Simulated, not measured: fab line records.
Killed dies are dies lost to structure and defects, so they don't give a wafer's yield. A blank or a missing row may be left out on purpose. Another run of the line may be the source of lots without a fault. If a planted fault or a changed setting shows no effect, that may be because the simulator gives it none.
Matching of chambers ; flow n5_finfet ; N5_ZERO_LAYER_PECVD_02 on pecvd-04 has 3 sister chambers
The step deposits SiO2 from SiH4/N2O, target thk 10 nm, time 6 s. 14 wafers are shown with their chamber, then 7 later ones without.

WAFERS WITH THEIR CHAMBER
wafer;chamber;showerhead_plenum_p_Torr (Torr);showerhead_vpp_V (V);heater_power_w (W)
L074.1;2;8.11;969;566
L074.4;0;7.62;1093;705
L074.5;1;8.18;995;644
L086.1;2;8.11;990;528
L086.3;0;7.62;1102;618
L086.4;2;8.12;990;509
L089.1;0;7.64;1089;585
L089.4;2;8.14;981;619
L089.6;0;7.63;1101;584
L090.1;2;8.11;973;567
L090.4;0;7.62;1098;635
L090.5;1;8.17;1018;594
L092.1;0;7.65;1077;702
L092.4;2;8.13;980;506

SIGNATURES, as means of the wafers listed above
reading;chamber 0;chamber 1;chamber 2;scatter within a chamber
showerhead_plenum_p_Torr;7.6300;8.1750;8.1200;0.0122
showerhead_vpp_V;1093.33;1006.50;980.50;9.89
heater_power_w;638.17;619.00;549.17;48
Rule: for each reading, subtract the chamber's mean from the wafer's reading, divide by that reading's scatter and square the result; add these up over the readings and take the root, which gives the wafer's distance from the chamber. If the next closest chamber is less than 2 further off than the closest, the wafer can't be placed; otherwise it belongs to the closest. How the scatter is found: for the shown wafers, subtract from each reading the mean of its chamber, square and add these, divide the total by (wafers less chambers), then take the root.

WAFERS WHOSE CHAMBER IS MISSING
wafer;showerhead_plenum_p_Torr (Torr);showerhead_vpp_V (V);heater_power_w (W)
L092.5;7.64;1095;729
L094.1;7.64;1093;593
L094.5;7.65;1106;596
L094.6;8.10;993;498
L096.1;8.13;980;626
L096.3;8.16;1010;637
L096.5;7.62;1087;621

THE CHAMBER EACH PASSED THROUGH
wafer;from the rows above;in truth
L092.5;0;0
L094.1;0;0
L094.5;0;0
L094.6;2;2
L096.1;2;2
L096.3;1;1
L096.5;0;0
Placed correctly: 7 of 7. Not placeable from these rows: 0. Wrongly placed: 0.
